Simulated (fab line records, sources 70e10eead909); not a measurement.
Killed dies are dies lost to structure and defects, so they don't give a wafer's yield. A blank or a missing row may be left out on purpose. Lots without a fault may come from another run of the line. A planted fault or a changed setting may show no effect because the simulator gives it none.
fab line records | flow nand_harc
record lots=6 wafers=18 last_day=32
route steps=1302 shown THIN_TSV@1282 END@1301
lots that met no fault: from a run of the same line without faults
start_h: hours from the record's first day to the start of the lot's first wafer shown | wait_h: hours since the lot's step before | " the same as in the row above | L1.1+2: a row that stands for several wafers | - no value, or no start given | * or withheld: withheld | < > ~ a bound
route shown NAME@n: a module of which the file shows steps, and the number in the route of the first | usual: mean/standard deviation of fault-free wafers | same: alike in all rows | chamber/n: place in a boat | sites: the reading at each site | _std_site: their standard deviation | _edge_site: outer sites' mean less inner sites' | radius_mm: how far each site lies from the wafer's centre | mask NAME#n: copy n | behind: the tool/chamber that last shaped the wafer | hold: why the lot was held/for how many hours/how that ended | device: the transistor (n, p or np) that didn't switch | end of line: the same wafers' tests at the end of the route | a step without rows: its recipe alone | killed: dies lost to structure and defects at the first sort, not the wafer's yield | map: a wafer's dies, x killed, . not, _ none there
set.NAME: the setting as run; set.NAME@STEP: as run at that earlier step | model.NAME: the simulator's own value behind a step, which no gauge read
lots at some steps of the route; a table a step, a row a wafer
services: from which hour (start_h, from the record's first day; less than 0 if before it) a tool's chamber was out of use, for how many hours, and why
## steps
# step NHARC_THIN_TSV_PVD_24
# recipe target_thk_a=8000 power_w=withheld chamber_pressure_pa=withheld substrate_temp_c=withheld time_s=withheld gas=Ar material=Al
# step NHARC_THIN_TSV_DEHYDRATE_25
# recipe temp_c=150 time_s=120
# step NHARC_THIN_TSV_HMDS_26
# recipe time_s=30
# step NHARC_THIN_TSV_COAT_27
# recipe spin_rpm=*
# step NHARC_THIN_TSV_SOFTBAKE_28
# recipe temp_c=122 time_s=95
# step NHARC_THIN_TSV_EBR_29
# step NHARC_THIN_TSV_EXPOSE_30
# recipe na=0.55 dose_mj=11.47 mask_id=PAD
# step NHARC_THIN_TSV_PEB_31
# recipe peb_temp_c=118 peb_time_s=85
# step NHARC_THIN_TSV_DEVELOP_32
# recipe time_s=70
# step NHARC_THIN_TSV_CD_MEAS_33
# recipe target_cd_nm=5000 landing_energy_ev=500
# usual cd_nm=5000.2/1.8
# columns lot.wafer tool chamber start_h wait_h cd_nm
L464.3 cd_sem-01 0 668.21 - 5001.0
L464.5 " 0 " " 5002.4
L464.6 " 0 " " 5002.4
L462.2 cd_sem-02 0 676.20 - 4999.0
L462.4 " 0 " " 4997.7
L462.5 " 0 " " 4998.0
L466.2 cd_sem-01 0 676.99 - 4999.5
L466.3 " 0 " " 5003.8
L466.4 " 0 " " 5000.6
L468.1 cd_sem-03 0 701.10 - 5001.2
L468.2 " 0 " " 5000.6
L468.6 " 0 " " 4999.7
L472.2 cd_sem-02 0 752.21 - 4998.6
L472.5 " 0 " " 4998.1
L472.6 " 0 " " 5000.9
L473.1 cd_sem-01 0 753.64 - 5000.5
L473.3 " 0 " " 4998.8
L473.4 " 0 " " 5001.3
# step NHARC_THIN_TSV_HARDBAKE_34
# recipe temp_c=125 time_s=80
# step NHARC_THIN_TSV_DESCUM_35
# recipe time_s=3 o2_flow_sccm=200 ar_flow_sccm=0 bias_power_w=0 chemistry=O2
# usual drypump_motor_current_A=5.7/0.48 oes_product_au=0.998/0.012 rf_vpp_V=57.7/1 showerhead_plenum_p_Torr=1.92/0.075 throttle_valve_pct=11.309/0.01
# same bias_power_w=0
# columns lot.wafer tool chamber start_h wait_h drypump_motor_current_A oes_product_au rf_hours_counter_h rf_vpp_V showerhead_plenum_p_Torr throttle_valve_pct
L464.3 rie_diel-12 1 668.38 - 5.8 0.998 2.4 56.3 1.85 11.311
L464.5 " 3 " " 5.5 0.982 - 56.6 1.85 11.311
L464.6 " 1 " " 5.8 0.992 - 55.0 1.85 11.319
L462.2 rie_diel-12 1 676.39 - 5.8 0.991 2.8 58.4 1.85 11.302
L462.4 " 3 " " 5.5 0.985 - 55.6 1.85 11.304
L462.5 " 1 " " 5.7 1.000 - 56.2 1.85 11.321
L466.4 rie_diel-10 2 677.15 - 5.8 0.995 3.6 57.1 2.03 11.301
L466.3 " 3 " " 6.6 1.007 3.4 59.0 1.91 11.299
L466.2 " 1 " " 5.4 0.990 3.3 58.6 2.04 11.306
L468.1 rie_diel-12 3 701.27 - 5.5 0.988 4.6 56.9 1.85 11.303
L468.2 " 0 " " 6.6 1.006 4.0 57.8 1.94 11.302
L468.6 " 2 " " 5.3 1.004 - 58.3 1.89 11.305
L472.2 rie_diel-01 1 752.37 - 5.6 0.998 0.5 57.8 1.82 11.291
L472.6 " 1 " " 5.6 0.986 - 55.9 1.82 11.302
L472.5 " 2 " " 6.2 1.004 - 56.2 1.87 11.315
L473.3 rie_diel-10 2 753.80 - 5.8 0.992 6.4 58.4 2.02 11.309
L473.4 " 0 " " 5.5 0.998 7.1 57.4 1.90 11.305
L473.1 " 1 " " 5.4 0.988 5.3 58.8 2.04 11.325
# step NHARC_THIN_TSV_ETCH_59
# recipe target_depth_a=8800 icp_w=900 bias_w=100 Cl2_flow_sccm=60 bcl3_flow_sccm=30 time_s=138.1 chemistry=Cl2/BCl3
# usual bcl3_flow_sccm=30.00/0.085 drypump_motor_current_A=5.78/0.13 oes_product_au=1.000/0.012 throttle_valve_pct=22.264/0.0087
# columns lot.wafer tool chamber start_h wait_h bcl3_flow_sccm drypump_motor_current_A oes_product_au rf_hours_counter_h throttle_valve_pct
L464.3 rie_metal-02 0 668.62 0.2 30.07 5.71 1.006 - 22.265
L464.5 " 1 " " 30.07 5.83 1.021 - 22.264
L464.6 " 0 " " 29.89 5.69 1.019 - 22.246
L462.2 rie_metal-02 1 676.55 0.1 29.96 5.82 1.012 0.7 22.267
L462.4 " 0 " " 30.04 5.71 1.012 - 22.263
L462.5 " 1 " " 30.04 5.79 1.027 - 22.259
L466.2 rie_metal-03 0 677.32 0.1 29.89 5.61 0.982 2.7 22.273
L466.4 " 1 " " 30.02 5.62 0.984 - 22.278
L466.3 " 0 " " 30.11 5.61 0.976 - 22.256
L468.1 rie_metal-01 1 701.39 0.1 30.06 5.96 1.003 2.2 22.250
L468.2 " 0 " " 30.09 5.89 0.990 2.2 22.278
L468.6 " 0 " " 30.07 5.91 0.992 - 22.257
L472.2 rie_metal-03 0 752.54 0.2 30.01 5.61 0.992 0.7 22.277
L472.6 " 1 " " 30.13 5.62 1.008 - 22.268
L472.5 " 0 " " 30.01 5.61 1.000 - 22.263
L473.1 rie_metal-02 1 753.96 0.1 30.00 5.85 1.001 2.2 22.268
L473.4 " 0 " " 29.93 5.71 0.991 - 22.261
L473.3 " 1 " " 29.96 5.83 1.011 - 22.264
# step NHARC_THIN_TSV_ETCH_36
# recipe target_depth_a=650 over_etch_frac=0.3 time_s=18.571 ion_energy_ev=150 chemistry=Cl2/BCl3
# usual drypump_motor_current_A=5.78/0.14 oes_product_au=1.000/0.011
# columns lot.wafer tool chamber start_h wait_h drypump_motor_current_A oes_product_au rf_hours_counter_h
L464.3 rie_metal-02 1 668.79 0.1 5.83 1.014 -
L464.5 " 1 " " 5.80 1.008 -
L464.6 " 0 " " 5.72 0.994 -
L462.2 rie_metal-02 1 676.78 0.2 5.80 1.007 0.9
L462.4 " 0 " " 5.73 1.001 -
L462.5 " 0 " " 5.73 1.005 -
L466.2 rie_metal-03 0 677.55 0.2 5.57 0.983 2.8
L466.3 " 1 " " 5.62 0.996 -
L466.4 " 0 " " 5.57 0.975 -
L468.1 rie_metal-01 0 701.65 0.2 5.91 0.993 2.4
L468.2 " 1 " " 5.95 1.003 2.4
L468.6 " 1 " " 5.97 1.020 -
L472.2 rie_metal-03 1 752.77 0.2 5.63 1.007 0.8
L472.5 " 0 " " 5.58 1.001 -
L472.6 " 1 " " 5.59 1.007 -
L473.1 rie_metal-02 0 754.37 0.4 5.72 1.011 2.5
L473.3 " 1 " " 5.83 1.025 -
L473.4 " 0 " " 5.71 1.009 -
# step NHARC_THIN_TSV_STRIP_56
# recipe power_w=1500 temp_c=250 chemistry=O2
# usual drypump_motor_current_A=5.8/0.32 heater_power_w=341/20
# columns lot.wafer tool chamber start_h wait_h drypump_motor_current_A heater_power_w rf_hours_counter_h
L464.3 plasma_asher-02 1 669.01 0.2 5.5 361 -
L464.6 " 0 " " 5.8 322 -
L464.5 " 1 " " 5.5 378 -
L462.2 plasma_asher-01 1 676.87 0.1 6.4 354 32
L462.4 " 1 " " 6.4 337 -
L462.5 " 0 " " 5.7 324 -
L466.2 plasma_asher-02 0 677.64 0.1 5.8 324 10
L466.3 " 0 " " 5.8 311 -
L466.4 " 1 " " 5.5 371 -
L468.2 plasma_asher-02 1 701.75 0.1 5.5 371 16
L468.1 " 0 " " 5.8 319 16
L468.6 " 0 " " 5.8 319 -
L472.2 plasma_asher-01 0 752.91 0.1 5.7 346 11
L472.6 " 1 " " 6.4 339 -
L472.5 " 0 " " 5.7 352 -
L473.1 plasma_asher-02 1 754.46 0.1 5.5 362 25
L473.4 " 1 " " 5.5 367 -
L473.3 " 0 " " 5.8 324 -
# step NHARC_THIN_TSV_STRIP_57
# recipe time_s=1200 temp_c=72.5 chemistry=post_etch_residue_remover
# step NHARC_THIN_TSV_CD_MEAS_37
# usual cd_nm=4999.7/2.5
# columns lot.wafer tool chamber start_h wait_h cd_nm
L464.3 cd_sem-01 - 669.67 - 5001.2
L464.5 " - " " 5003.7
L464.6 " - " " 5002.6
L462.2 cd_sem-02 - 677.67 - 5000.8
L462.4 " - " " 4997.7
L462.5 " - " " 4996.9
L466.2 cd_sem-01 - 678.43 - 4998.4
L466.3 " - " " 5001.2
L466.4 " - " " 4998.0
L468.1 cd_sem-01 - 702.55 - 4994.8
L468.2 " - " " 4996.1
L468.6 " - " " 4995.5
L472.2 cd_sem-02 - 753.66 - 4997.9
L472.5 " - " " 4997.7
L472.6 " - " " 5001.6
L473.1 cd_sem-01 - 755.26 - 4999.5
L473.3 " - " " 4998.3
L473.4 " - " " 5002.1
# step NHARC_THIN_TSV_ANNEAL_58
# recipe temp_c=400 time_s=1800
# step NHARC_THIN_TSV_INSPECT_40
# usual raw_defect_count=527/93
# columns lot.wafer tool chamber start_h wait_h raw_defect_count
L464.3 defect_inspect-01 - 674.32 0.4 1261
L464.5 " - " " 1184
L464.6 " - " " 1193
L462.2 defect_inspect-02 - 684.85 0.4 1173
L462.4 " - " " 1172
L462.5 " - " " 1025
L466.2 defect_inspect-01 - 684.87 0.4 635
L466.3 " - " " 584
L466.4 " - " " 553
L468.1 defect_inspect-02 - 707.14 0.4 580
L468.2 " - " " 603
L468.6 " - " " 541
L472.2 defect_inspect-01 - 761.72 0.4 456
L472.5 " - " " 421
L472.6 " - " " 485
L473.1 defect_inspect-01 - 761.72 0.4 511
L473.3 " - " " 553
L473.4 " - " " 464
# step NHARC_END_WLT_00
# usual VT_DECK1_BOTTOM=0.868/0.008 VT_DECK1_BOTTOM_INNER=0.868/0.008 VT_DECK1_MEDIAN_NEAR_BOTTOM=0.869/0.0079 VT_DECK1_MEDIAN_NEAR_BOTTOM_INNER=0.868/0.0084 VT_DECK1_MIDDLE=0.881/0.0075 VT_DECK1_MIDDLE_INNER=0.881/0.0072 VT_DECK1_TOP=0.893/0.0077 VT_DECK1_TOP_INNER=0.893/0.0074 VT_DECK2_BOTTOM=0.869/0.0084 VT_DECK2_BOTTOM_INNER=0.871/0.0076 VT_DECK2_MEDIAN_NEAR_BOTTOM=0.871/0.0085 VT_DECK2_MEDIAN_NEAR_BOTTOM_INNER=0.871/0.008 VT_DECK2_MIDDLE=0.884/0.0075 VT_DECK2_MIDDLE_INNER=0.884/0.0075 VT_DECK2_TOP=0.895/0.0074 VT_DECK2_TOP_INNER=0.895/0.0077
# columns lot.wafer tool chamber start_h wait_h VT_DECK1_BOTTOM VT_DECK1_BOTTOM_INNER VT_DECK1_MEDIAN_NEAR_BOTTOM VT_DECK1_MEDIAN_NEAR_BOTTOM_INNER VT_DECK1_MIDDLE VT_DECK1_MIDDLE_INNER VT_DECK1_TOP VT_DECK1_TOP_INNER VT_DECK2_BOTTOM VT_DECK2_BOTTOM_INNER VT_DECK2_MEDIAN_NEAR_BOTTOM VT_DECK2_MEDIAN_NEAR_BOTTOM_INNER VT_DECK2_MIDDLE VT_DECK2_MIDDLE_INNER VT_DECK2_TOP VT_DECK2_TOP_INNER
L464.3 prober-01 - 675.36 1.0 0.868 0.865 0.871 0.868 0.878 0.881 0.890 0.890 0.870 0.874 0.874 0.865 0.892 0.879 0.893 0.896
L464.5 " - 676.36 2.0 0.876 0.873 0.876 0.873 0.886 0.886 0.900 0.893 0.876 0.869 0.866 0.877 0.893 0.881 0.897 0.890
L464.6 " - " " 0.859 0.859 0.868 0.865 0.868 0.878 0.889 0.898 0.871 0.877 0.881 0.881 0.892 0.883 0.896 0.897
L462.2 prober-01 - 685.39 0.5 0.853 0.862 0.860 0.848 0.865 0.876 0.889 0.881 0.881 0.881 0.874 0.879 0.884 0.891 0.899 0.910
L462.4 " - " " 0.856 0.854 0.856 0.846 0.868 0.868 0.891 0.881 0.873 0.875 0.872 0.885 0.890 0.887 0.899 0.902
L462.5 " - " " 0.857 0.869 0.866 0.862 0.864 0.873 0.878 0.890 0.869 0.872 0.876 0.879 0.897 0.890 0.903 0.909
L466.2 prober-02 - 685.44 0.6 0.852 0.856 0.850 0.855 0.874 0.870 0.901 0.888 0.863 0.869 0.864 0.861 0.885 0.882 0.884 0.893
L466.3 " - " " 0.855 0.855 0.859 0.855 0.869 0.871 0.884 0.889 0.868 0.862 0.861 0.863 0.876 0.882 0.894 0.888
L466.4 " - " " 0.855 0.857 0.858 0.854 0.868 0.873 0.883 0.887 0.866 0.874 0.866 0.869 0.876 0.873 0.896 0.892
L468.1 prober-01 - 707.18 0.0 0.871 0.863 0.868 0.872 0.885 0.890 0.894 0.903 0.858 0.871 0.864 0.870 0.881 0.880 0.892 0.892
L468.2 " - " " 0.862 0.869 0.857 0.866 0.878 0.871 0.890 0.898 0.860 0.874 0.872 0.860 0.881 0.885 0.892 0.898
L468.6 " - 709.69 2.5 0.868 0.876 0.873 0.866 0.874 0.882 0.905 0.895 0.864 0.870 0.877 0.875 0.873 0.881 0.897 0.895
L472.2 prober-01 - 762.26 0.5 0.877 0.878 0.878 0.877 0.890 0.885 0.898 0.897 0.876 0.877 0.868 0.872 0.887 0.886 0.909 0.894
L472.5 " - 763.74 2.0 0.866 0.870 0.871 0.873 0.890 0.885 0.897 0.900 0.871 0.872 0.882 0.878 0.888 0.895 0.898 0.898
L472.6 " - " " 0.872 0.866 0.867 0.859 0.886 0.878 0.883 0.888 0.865 0.873 0.868 0.876 0.889 0.881 0.904 0.900
L473.1 prober-02 - 764.22 2.5 0.883 0.872 0.868 0.862 0.895 0.886 0.903 0.902 0.889 0.884 0.886 0.882 0.894 0.898 0.903 0.913
L473.3 " - 765.22 3.5 0.888 0.880 0.880 0.892 0.891 0.896 0.903 0.910 0.886 0.885 0.885 0.880 0.903 0.898 0.907 0.902
L473.4 " - " " 0.881 0.871 0.876 0.881 0.891 0.887 0.894 0.898 0.877 0.881 0.881 0.884 0.890 0.886 0.909 0.904
# step NHARC_END_SORT_01
# recipe temp_c=25
# usual defect_limited_yield=91/3.2 killed_at_array=53/21 killed_at_other=1.1/1.5 killed_at_periphery=3.9/2.7 killed_dies=58/21 killed_open=3.4/1.9 killed_short=2.3/1.5
# same gross_dies=677
# columns lot.wafer tool chamber start_h wait_h defect_limited_yield[%] killed_at_array killed_at_other killed_at_periphery killed_dies killed_open killed_short
L464.3 prober-01 0 678.96 3.1 76 64 89 7 160 3 6
L464.5 prober-01 0 680.55 3.7 83 50 57 7 114 1 2
L464.6 prober-01 0 681.35 4.0 78 54 81 11 146 3 4
L462.2 prober-01 0 688.68 2.8 89 22 54 0 76 4 4
L462.4 prober-01 0 690.30 3.4 86 13 80 3 96 0 1
L462.5 prober-01 0 691.11 3.7 88 21 54 4 79 1 2
L466.2 prober-02 0 688.74 2.8 88 77 0 5 82 6 4
L466.3 prober-02 0 689.53 3.1 92 53 0 3 56 6 3
L466.4 prober-02 0 690.33 3.4 90 65 1 3 69 3 4
L468.1 prober-01 0 710.19 2.5 93 45 0 2 47 4 2
L468.2 prober-01 0 710.99 2.8 92 46 0 8 54 5 2
L468.6 prober-01 0 714.19 4.0 93 45 0 1 46 2 3
L472.2 prober-01 0 765.56 2.8 90 59 3 7 69 3 0
L472.5 prober-01 0 768.03 3.8 91 50 5 9 64 1 0
L472.6 prober-01 0 768.85 4.1 89 57 8 8 73 5 0
L473.1 prober-02 0 767.22 2.5 88 80 1 2 83 4 2
L473.3 prober-02 0 768.81 3.1 89 71 1 4 76 6 0
L473.4 prober-02 0 769.60 3.4 87 83 1 2 86 2 3
# killed by level:class
L464.3 THIN_TSV:unspecified=89 A_SLIT:chamber_film_flake=34 A_CHANNEL_HOLE_D1:chamber_film_flake=7 A_CONTACT:chamber_film_flake=5 A_BLC:chamber_film_flake=5 A_STAIRCASE:chamber_film_flake=4 P_CONTACT:chamber_film_flake=3 P_GATE:geometric_particle:short=1
L464.5 THIN_TSV:unspecified=56 A_SLIT:chamber_film_flake=30 A_BLC:chamber_film_flake=7 P_CONTACT:chamber_film_flake=6 A_STAIRCASE:chamber_film_flake=5 A_CHANNEL_HOLE_D1:chamber_film_flake=4 A_CHANNEL_FILL_D1:geometric_particle:short=1 A_BLC:geometric_particle:open=1
L464.6 THIN_TSV:unspecified=81 A_SLIT:chamber_film_flake=32 P_CONTACT:chamber_film_flake=7 A_CHANNEL_HOLE_D1:chamber_film_flake=6 A_BLC:chamber_film_flake=5 P_STI:chamber_film_flake=3 A_ONON_D2:geometric_particle:short=2 A_STAIRCASE:chamber_film_flake=2
L462.2 THIN_TSV:unspecified=54 A_M0:chamber_film_flake=5 A_CHANNEL_HOLE_D1:chamber_film_flake=3 A_CONTACT:chamber_film_flake=3 A_STAIRCASE:chamber_film_flake=2 A_CHANNEL_FILL_D1:geometric_particle:short=1 A_DECK1_JOINT:geometric_particle:open=1 A_CHANNEL_FILL_D2:geometric_particle:short=1
L466.2 A_SLIT:chamber_film_flake=30 A_CHANNEL_HOLE_D2:chamber_film_flake=23 A_BONDPAD:chamber_film_flake=6 A_CONTACT:chamber_film_flake=5 P_M0:geometric_particle:short=2 A_ONON_D1:geometric_particle:open=2 A_WL_FILL:geometric_particle:open=2 P_M2:chamber_film_flake=2
L466.3 A_SLIT:chamber_film_flake=21 A_CHANNEL_HOLE_D2:chamber_film_flake=14 A_CHANNEL_HOLE_D1:chamber_film_flake=5 A_CONTACT:chamber_film_flake=3 P_ZERO_WELL:chamber_film_flake=2 A_ONON_D1:geometric_particle:short=1 A_ONON_D1:geometric_particle:open=1 A_CHANNEL_HOLE_D1:geometric_particle:open=1
L462.4 THIN_TSV:unspecified=80 A_CONTACT:chamber_film_flake=4 A_CHANNEL_HOLE_D1:chamber_film_flake=3 P_GATE:chamber_film_flake=2 A_DECK1_JOINT:chamber_film_flake=2 A_CHANNEL_FILL_D1:geometric_particle:short=1 P_M0:chamber_film_flake=1 A_STAIRCASE:chamber_film_flake=1
L466.4 A_SLIT:chamber_film_flake=29 A_CHANNEL_HOLE_D2:chamber_film_flake=13 A_CHANNEL_HOLE_D1:chamber_film_flake=7 A_STAIRCASE:chamber_film_flake=3 A_WL_FILL:geometric_particle:short=2 P_ZERO_WELL:chamber_film_flake=2 A_CONTACT:chamber_film_flake=2 P_M0:geometric_particle:open=1
L462.5 THIN_TSV:unspecified=54 A_CHANNEL_HOLE_D1:chamber_film_flake=6 A_M0:chamber_film_flake=4 A_CONTACT:chamber_film_flake=3 A_CHANNEL_HOLE_D2:chamber_film_flake=2 A_STAIRCASE:chamber_film_flake=2 A_CHANNEL_HOLE_D2:geometric_particle:short=1 A_M1:geometric_particle:short=1
L468.1 A_CHANNEL_HOLE_D1:chamber_film_flake=28 A_BONDPAD:chamber_film_flake=5 A_SLIT:chamber_film_flake=3 P_GATE:chamber_film_flake=2 A_WL_FILL:chamber_film_flake=2 A_ONON_D1:geometric_particle:open=1 A_CHANNEL_HOLE_D2:geometric_particle:open=1 A_CHANNEL_HOLE_D2:geometric_particle:short=1
L468.2 A_CHANNEL_HOLE_D1:chamber_film_flake=31 A_STAIRCASE:chamber_film_flake=4 A_SLIT:chamber_film_flake=4 P_GATE:chamber_film_flake=3 P_GATE:geometric_particle:open=2 P_M0:chamber_film_flake=2 P_M1:geometric_particle:open=1 A_CHANNEL_FILL_D1:geometric_particle:open=1
L468.6 A_CHANNEL_HOLE_D1:chamber_film_flake=30 A_BONDPAD:chamber_film_flake=3 A_STAIRCASE:chamber_film_flake=3 A_SLIT:chamber_film_flake=2 A_ONON_D1:geometric_particle:short=1 A_ONON_D1:geometric_particle:open=1 A_CHANNEL_HOLE_D2:geometric_particle:open=1 A_WL_FILL:geometric_particle:short=1
L472.2 A_CHANNEL_HOLE_D1:chamber_film_flake=35 A_SLIT:chamber_film_flake=8 P_GATE:chamber_film_flake=6 A_M1:chamber_film_flake=6 A_CONTACT:chamber_film_flake=4 A_ZERO_WELL:chamber_film_flake=3 THIN_TSV:chamber_film_flake=3 P_CONTACT:geometric_particle:open=1
L473.1 A_SLIT:chamber_film_flake=32 A_CHANNEL_HOLE_D2:chamber_film_flake=24 A_CHANNEL_HOLE_D1:chamber_film_flake=7 A_M1:chamber_film_flake=4 A_WL_FILL:chamber_film_flake=3 A_DECK1_JOINT:chamber_film_flake=3 A_STAIRCASE:chamber_film_flake=3 P_GATE:geometric_particle:open=1
L472.5 A_CHANNEL_HOLE_D1:chamber_film_flake=34 P_GATE:chamber_film_flake=8 A_M1:chamber_film_flake=5 THIN_TSV:chamber_film_flake=5 A_CONTACT:chamber_film_flake=4 A_SLIT:chamber_film_flake=3 A_STAIRCASE:chamber_film_flake=2 A_ONON_D1:geometric_particle:open=1
L473.3 A_SLIT:chamber_film_flake=28 A_CHANNEL_HOLE_D2:chamber_film_flake=20 A_CHANNEL_HOLE_D1:chamber_film_flake=8 P_GATE:chamber_film_flake=3 A_SGD_CUT:geometric_particle:open=2 A_DECK1_JOINT:chamber_film_flake=2 A_STAIRCASE:chamber_film_flake=2 A_WL_FILL:chamber_film_flake=2
L472.6 A_CHANNEL_HOLE_D1:chamber_film_flake=31 A_SLIT:chamber_film_flake=10 THIN_TSV:chamber_film_flake=8 A_ZERO_WELL:chamber_film_flake=5 A_CONTACT:chamber_film_flake=4 A_M1:chamber_film_flake=4 P_ZERO_WELL:chamber_film_flake=3 P_GATE:geometric_particle:open=2
L473.4 A_SLIT:chamber_film_flake=30 A_CHANNEL_HOLE_D2:chamber_film_flake=26 A_CHANNEL_HOLE_D1:chamber_film_flake=10 A_M1:chamber_film_flake=4 A_CONTACT:chamber_film_flake=3 A_CHANNEL_HOLE_D2:geometric_particle:open=2 A_WL_FILL:chamber_film_flake=2 A_DECK1_JOINT:geometric_particle:short=1
# map L462.4 (x killed, . not)
____________.____________
_________......._________
_______........x.._______
______.............______
_____..............._____
____.................____
____..........x......____
___............x......___
___...................___
__.....................__
__.............x....x..__
_......................._
_.................x....._
_......................._
_......................._
_......................._
.....x..x...x....x.....x.
..................x......
......x...x....x.........
....xxx..........x.......
.xxx.xx..................
_..xxxxxx...........x..._
_xxxxxxxx..............._
_xxxxxxxx..............._
_xxxxxxxxx.............._
_xxxxxxxxx.............._
__xxxxxxx..............__
__xxxxxxx..............__
___xxxxxx.............___
___xxxx.x.............___
____xxxx.............____
____xx...............____
_____..............._____
______.............______
_______..........._______
_________......._________
____________.____________
# map L464.3 (x killed, . not)
____________.____________
_________......._________
_______........x.._______
______.............______
_____..............._____
____....x............____
____.............xx..____
___.xx................___
___.xxx.x..........x..___
__....xx.......x.......__
__x.x....xx..........xx__
_....xxx.x......x.....x._
_....xxxx.......x......._
_...xxxxxx....x.......x._
_....xxxx.........xx...._
_....xxxx..x.....x.x...._
........x.....x....x....x
x..xx..x.................
..xxxx.x.................
...xxx........x..........
x.xxxxxxxxx.............x
_.xxxxxx...x............_
_.xxxxxxx..............._
_xxxxxxxx..............._
_xxxxxxxxx...x.....x...._
_xxxxxxxxx.............._
__xxxxxxx..............__
__xxxxxxxx..x..........__
___xxxxxx.............___
___xxxxx..x...........___
____xxxxx............____
____.................____
_____..x............_____
______..x......x..x______
_______....x......_______
_________......._________
____________.____________
## services
# columns tool chamber start_h hours kind
rie_diel-01 0 645.39 6.2 repair
rie_metal-01 - 645.56 0.4 repair
rie_diel-10 0 651.72 6.3 repair
rie_diel-12 0 655.90 - clean
rie_diel-12 1 655.90 - clean
rie_diel-12 2 655.90 - clean
rie_diel-12 3 655.90 - clean
rie_diel-12 0 657.81 24.3 repair
rie_diel-12 1 680.40 - clean
rie_diel-12 2 680.40 - clean
rie_diel-12 3 680.40 - clean
rie_diel-12 1 687.56 3.6 repair
rie_metal-03 - 696.00 9.0 pm
rie_metal-03 0 696.00 9.0 vent_cycle
rie_metal-03 1 696.00 9.0 vent_cycle
plasma_asher-01 - 696.48 9.0 pm
rie_metal-03 0 705.00 - clean
rie_metal-03 1 705.00 - clean
plasma_asher-01 - 710.63 1.2 repair
rie_diel-12 - 732.71 0.6 repair
rie_diel-01 - 734.80 9.0 pm
rie_diel-10 1 735.59 13.2 repair
rie_diel-10 2 737.58 4.3 repair
rie_metal-01 - 752.00 9.0 pm
## key
first_sign step=NHARC_THIN_TSV_INSPECT_40 reading=raw_defect_count direction=up sigmas=6.9 usual=527 struck=1168
effect step=NHARC_END_SORT_01 reading=killed_at_other direction=up sigmas=45 usual=1.1 struck=69.2
more_kills_born_at NHARC_THIN_TSV_ETCH_59@rie_metal-02=413
met_at NHARC_THIN_TSV_ETCH_59
struck_wafers L462.2,L462.4,L462.5,L464.3,L464.5,L464.6
fault kind=chamber_particle_source tool=rie_metal-02 chamber=- onset_h=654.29 steps=NHARC_THIN_TSV_ETCH_59 rate_per_visit_cm2=1.0753 end_h=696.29
